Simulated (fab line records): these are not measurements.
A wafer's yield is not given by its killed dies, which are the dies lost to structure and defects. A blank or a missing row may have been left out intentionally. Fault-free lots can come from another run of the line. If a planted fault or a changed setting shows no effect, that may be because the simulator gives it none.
What tool caused it? | flow n5-finfet | 8 lots, 23 wafers sampled, at 7 steps of a route of 1938

WHAT THE GAUGES SHOWED, per wafer
N5_MOL_CONTACT_COAG_OVL_MEAS_85. Usual: VG_OVL 0.0 nm, standard deviation 0.69.
lot  | measured     | on         | VG_OVL (nm)   | flag
L520 | day 5 14:13  | overlay-02 | 0.8 -0.1 0.1  |
L522 | day 5 21:07  | overlay-01 | -0.1 0.3 0.0  |
L530 | day 8 01:13  | overlay-02 | 2.1 0.7       |
L532 | day 8 09:11  | overlay-01 | 0.2 0.2 0.8   |
L533 | day 8 15:56  | overlay-02 | 0.5 1.0 0.0   |
L539 | day 10 01:25 | overlay-02 | -0.2 -0.4 0.7 |
L541 | day 10 14:46 | overlay-02 | 0.2 0.3 -0.5  |
L542 | day 10 19:23 | overlay-01 | -0.6 0.9 1.1  |

N5_MOL_CONTACT_COAG_CD_MEAS_137: the cd target is 16 nm. Usual: cd-nm reads 15.8 nm (standard deviation 0.34).
lot  | measured     | on        | cd-nm (nm)     | flag
L520 | day 5 16:39  | cd-sem-03 | 15.6 15.8 16.3 |
L522 | day 5 22:22  | cd-sem-02 | 16.2 16.2 16.3 |
L530 | day 8 02:05  | cd-sem-02 | 15.7 15.7      |
L532 | day 8 10:04  | cd-sem-01 | - - -          | OFF
L533 | day 8 16:51  | cd-sem-03 | - - -          | OFF
L539 | day 10 02:20 | cd-sem-03 | 16.1 15.3 16.3 |
L541 | day 10 15:44 | cd-sem-01 | 16.4 15.7 15.9 |
L542 | day 10 20:17 | cd-sem-02 | 15.7 15.5 15.6 |

N5_BEOL_M4_RC_MEAS_101. Usual: DIBL_N 36.1 mV/V, standard deviation 1.5; DIBL_P 36.1 mV/V, standard deviation 1.9; IOFF_N 0.159 nA/um, standard deviation 0.029; IOFF_P 0.21 nA/um, standard deviation 0.038; ION_N 675 uA/um, standard deviation 11; ION_P 464 uA/um, standard deviation 8.1; SS_N 71.5 mV/dec, standard deviation 0.57; SS_P 73.3 mV/dec, standard deviation 0.64; VT_N 249 mV, standard deviation 3.1; VT_P -250 mV, standard deviation 3.8.
lot  | measured     | on        | DIBL_N (mV/V)  | DIBL_P (mV/V)  | IOFF_N (nA/um)    | IOFF_P (nA/um) | ION_N (uA/um) | ION_P (uA/um) | SS_N (mV/dec)  | SS_P (mV/dec)  | VT_N (mV)   | VT_P (mV)      | flag
L520 | day 8 06:20  | prober-01 | 36.9 36.2 36.3 | 35.9 35.2 34.8 | 0.156 0.148 0.152 | 0.20 0.19 0.18 | 667 675 658   | 456 457 453   | 71.5 71.4 71.5 | 72.8 73.0 72.6 | 250 251 253 | -250 -252 -252 |
L522 | day 8 09:32  | prober-01 | 37.8 35.9 36.7 | 37.3 34.2 36.4 | 0.161 0.137 0.148 | 0.24 0.19 0.22 | 666 672 654   | 464 462 454   | 71.8 72.3 71.5 | 73.8 72.5 73.3 | 249 250 253 | -246 -249 -247 |
L530 | day 10 11:20 | prober-01 | 36.3 37.4      | 36.1 37.4      | 0.173 0.209       | 0.26 0.29      | 686 695       | 468 477       | 70.9 72.2      | 73.7 74.1      | 246 245     | -244 -241      |
L539 | day 12 17:18 | prober-01 | 37.1 36.9 38.5 | 36.9 37.2 39.3 | 0.177 0.184 0.213 | 0.26 0.28 0.31 | 686 691 702   | 476 481 479   | 72.1 71.4 72.2 | 73.8 73.1 73.5 | 245 248 244 | -245 -241 -241 |
L541 | day 13 18:02 | prober-02 | 37.1 37.5 37.6 | 37.1 37.7 37.6 | 0.173 0.192 0.198 | 0.30 0.32 0.31 | 677 689 686   | 479 481 473   | 71.4 72.1 72.0 | 73.3 73.7 74.3 | 246 247 245 | -241 -242 -244 |
L542 | day 14 09:27 | prober-01 | 36.2 36.6 34.8 | 36.8 36.4 36.0 | 0.181 0.180 0.168 | 0.23 0.23 0.23 | 684 680 686   | 469 468 473   | 71.1 70.9 71.5 | 73.3 72.5 73.6 | 247 246 244 | -247 -248 -247 |

TOOL THAT RAN EACH LOT (tool first, then ch and the chambers of the sampled wafers, then the start)
lot  | N5_MOL_CONTACT_COAG_SIL_ANNEAL_21 | N5_MOL_CONTACT_COAG_ALD_27        | N5_MOL_CONTACT_COAG_ETCH_91        | N5_MOL_CONTACT_COAG_VIA_ETCH_46
L520 | rtp-anneal-01 ch 0, day 5 03:18   | ald-sin-02 ch 0,1,3, day 5 11:19  | rie-diel-01 ch 0,2,3, day 5 16:11  | rie-diel-01 ch 0,2,3, day 5 16:19
L522 | rtp-anneal-02 ch 0, day 5 14:08   | ald-sin-01 ch 0,1,2, day 5 17:42  | rie-diel-02 ch 1,3, day 5 21:55    | rie-diel-02 ch 1,3, day 5 22:02
L530 | rtp-anneal-01 ch 0, day 7 18:07   | ald-sin-03 ch 0,1, day 7 22:53    | rie-diel-02 ch 0,1, day 8 01:40    | rie-diel-02 ch 0,1, day 8 01:47
L532 | rtp-anneal-02 ch 0, day 8 01:25   | ald-sin-03 ch 0,2,3, day 8 06:23  | rie-diel-02 ch 1,3, day 8 09:37    | rie-diel-02 ch 1,3, day 8 09:44
L533 | rtp-anneal-02 ch 0, day 8 09:25   | ald-sin-01 ch 0,2,3, day 8 12:55  | rie-diel-02 ch 0,1, day 8 16:23    | rie-diel-02 ch 0,1, day 8 16:31
L539 | rtp-anneal-01 ch 0, day 9 18:06   | ald-sin-03 ch 0,1,3, day 9 22:38  | rie-diel-02 ch 0,3, day 10 01:51   | rie-diel-02 ch 0,3, day 10 01:58
L541 | rtp-anneal-02 ch 0, day 10 06:25  | ald-sin-01 ch 2,3, day 10 11:53   | rie-diel-02 ch 1,3, day 10 15:13   | rie-diel-02 ch 1,3, day 10 15:21
L542 | rtp-anneal-01 ch 0, day 10 12:01  | ald-sin-01 ch 0,1,2, day 10 16:14 | rie-diel-02 ch 0,2,3, day 10 19:49 | rie-diel-02 ch 0,2,3, day 10 19:57
- N5_MOL_CONTACT_COAG_SIL_ANNEAL_21: time 60 s.
- N5_MOL_CONTACT_COAG_ALD_27: deposits SiOC, target thk 17 nm, pulse time 1.5 s, time 2720 s.
- N5_MOL_CONTACT_COAG_ETCH_91: etches SOC in N2/H2, target depth 60 nm, overetch 21 nm, time 101.2 s.
- N5_MOL_CONTACT_COAG_VIA_ETCH_46: etches SiO2 in C4F6/O2, target depth 46 nm, overetch 9.2 nm, time 40 s.

AS READ BY THE TOOLS THEMSELVES (means over the sampled wafers that have a number; for cases with no such wafer, the mark the record gives instead)
N5_MOL_CONTACT_COAG_SIL_ANNEAL_21. Usual: lamp-power-pct 6.0 %, standard deviation 0.31; lamp_zone_6_pct 6.0 %, standard deviation 0.31; wafer_temp_C_max 551.7, standard deviation 0.47.
lot  | tool          | lamp-power-pct (%) | lamp_zone_6_pct (%) | wafer_temp_C_max | flag
L520 | rtp-anneal-01 | 6.3                | 6.2                 | 552.2            |
L522 | rtp-anneal-02 | 5.6                | 5.6                 | 551.8            |
L530 | rtp-anneal-01 | 6.3                | 6.2                 | 551.5            |
L532 | rtp-anneal-02 | 5.6                | 5.6                 | 552.3            |
L533 | rtp-anneal-02 | 5.6                | 5.6                 | 552.2            |
L539 | rtp-anneal-01 | 6.3                | 6.2                 | 552.1            |
L541 | rtp-anneal-02 | 5.6                | 5.6                 | 551.4            |
L542 | rtp-anneal-01 | 6.3                | 6.2                 | 550.9            |

N5_MOL_CONTACT_COAG_ALD_27. Usual: heater-power-outer-w 513 W, standard deviation 53; heater-power-w 842 W, standard deviation 70; precursor-pulse-height-rel 1.001, standard deviation 0.021.
lot  | tool       | heater-power-outer-w (W) | heater-power-w (W) | precursor-pulse-height-rel | flag
L520 | ald-sin-02 | 501                      | 814                | 0.981                      |
L522 | ald-sin-01 | 502                      | 881                | 1.007                      |
L530 | ald-sin-03 | 504                      | 824                | 1.006                      |
L532 | ald-sin-03 | 521                      | 847                | 0.998                      |
L533 | ald-sin-01 | 556                      | 893                | 1.002                      |
L539 | ald-sin-03 | 487                      | 825                | 0.989                      |
L541 | ald-sin-01 | 565                      | 924                | 0.979                      |
L542 | ald-sin-01 | 508                      | 879                | 1.020                      |

N5_MOL_CONTACT_COAG_ETCH_91. Usual: bias-w 150.0 W, standard deviation 0.47; chamber-pressure-mTorr 29.997 mTorr, standard deviation 0.027; drypump-motor-current-A 5.6 A, standard deviation 0.49; oes-product-au 0.69 a.u., standard deviation 0.051; rf-vpp-V 524.5 V, standard deviation 2.7; showerhead-plenum-p-Torr 2.57 Torr, standard deviation 0.097; throttle-valve-pct 17.73 %, standard deviation 0.18.
lot  | tool        | bias-w (W) | chamber-pressure-mTorr (mTorr) | drypump-motor-current-A (A) | oes-product-au (a.u.) | rf-vpp-V (V) | showerhead-plenum-p-Torr (Torr) | throttle-valve-pct (%) | flag
L520 | rie-diel-01 | 149.6      | 29.993                         | 6.1                         | 0.66                  | 521.4        | 2.47                            | 17.84                  |
L522 | rie-diel-02 | 149.5      | 29.978                         | 5.3                         | 0.72                  | 525.1        | 2.55                            | 17.54                  |
L530 | rie-diel-02 | 150.2      | 29.987                         | 5.7                         | 0.71                  | 525.2        | 2.59                            | 17.52                  |
L532 | rie-diel-02 | -          | -                              | -                           | -                     | -            | -                               | -                      | OFF
L533 | rie-diel-02 | -          | -                              | -                           | -                     | -            | -                               | -                      | OFF
L539 | rie-diel-02 | 150.2      | 29.986                         | 5.1                         | 0.69                  | 522.9        | 2.50                            | 17.73                  |
L541 | rie-diel-02 | 149.6      | 30.007                         | 5.1                         | 0.68                  | 522.5        | 2.49                            | 17.70                  |
L542 | rie-diel-02 | 150.2      | 29.984                         | 5.4                         | 0.67                  | 525.1        | 2.58                            | 17.72                  |

N5_MOL_CONTACT_COAG_VIA_ETCH_46. Usual: C4F6_flow_sccm 9.999 sccm, standard deviation 0.03; O2_flow_sccm 10.002 sccm, standard deviation 0.029; chamber-pressure-mTorr 10.000 mTorr, standard deviation 0.0092; drypump-motor-current-A 5.6 A, standard deviation 0.49; oes-product-au 0.73 a.u., standard deviation 0.054; rf-vpp-V 1581 V, standard deviation 14; showerhead-plenum-p-Torr 2.86 Torr, standard deviation 0.1; throttle-valve-pct 40.69 %, standard deviation 0.25.
lot  | tool        | C4F6_flow_sccm (sccm) | O2_flow_sccm (sccm) | chamber-pressure-mTorr (mTorr) | drypump-motor-current-A (A) | oes-product-au (a.u.) | rf-vpp-V (V) | showerhead-plenum-p-Torr (Torr) | throttle-valve-pct (%) | flag
L520 | rie-diel-01 | 10.005                | 10.001              | 9.996                          | 6.1                         | 0.70                  | 1576         | 2.76                            | 40.59                  |
L522 | rie-diel-02 | 10.021                | 10.023              | 10.004                         | 5.3                         | 0.78                  | 1581         | 2.83                            | 40.51                  |
L530 | rie-diel-02 | 10.015                | 10.023              | 9.995                          | 5.7                         | 0.76                  | 1575         | 2.88                            | 40.62                  |
L532 | rie-diel-02 | 9.974                 | 9.995               | 9.995                          | 5.3                         | 0.31                  | 1579         | 2.82                            | 40.11                  | OFF
L533 | rie-diel-02 | 10.013                | 10.016              | 9.994                          | 5.7                         | 0.32                  | 1573         | 2.89                            | 40.21                  | OFF
L539 | rie-diel-02 | 10.010                | 9.966               | 9.996                          | 5.1                         | 0.73                  | 1578         | 2.79                            | 40.56                  |
L541 | rie-diel-02 | 10.017                | 10.001              | 10.004                         | 5.0                         | 0.72                  | 1580         | 2.78                            | 40.51                  |
L542 | rie-diel-02 | 9.981                 | 10.002              | 9.999                          | 5.4                         | 0.72                  | 1571         | 2.86                            | 40.67                  |

THE ANSWER, worked out from the rows above alone
Rule: a lot counts as off when the mean over its wafers that have a number is more than 3 standard deviations away from the usual mean. Also off: a lot with no number at a reading for which 4 or more lots have one. All remaining lots with rows at the step are treated as sound. Order of review: gauges by route order, followed by the tools' own readings, for which a lot's mean as printed above is used. At the first step where some lot is off, the reading lying furthest off is the one used; lots without a number count as furthest.
Off at N5_MOL_CONTACT_COAG_CD_MEAS_137 (cd-nm): L532, L533. Without a number there: L532, L533.
If a tool, at a process step before that reading, ran all the lots that are off and no sound lot after the first of them, it fits. The gauges at N5_MOL_CONTACT_COAG_CD_MEAS_137 aren't tried: what is off there is off at N5_MOL_CONTACT_COAG_ETCH_91 too, on other tools, and a gauge's error can't cause that. No candidate that was tried fits.

WHAT THE SIMULATOR HAD INSERTED
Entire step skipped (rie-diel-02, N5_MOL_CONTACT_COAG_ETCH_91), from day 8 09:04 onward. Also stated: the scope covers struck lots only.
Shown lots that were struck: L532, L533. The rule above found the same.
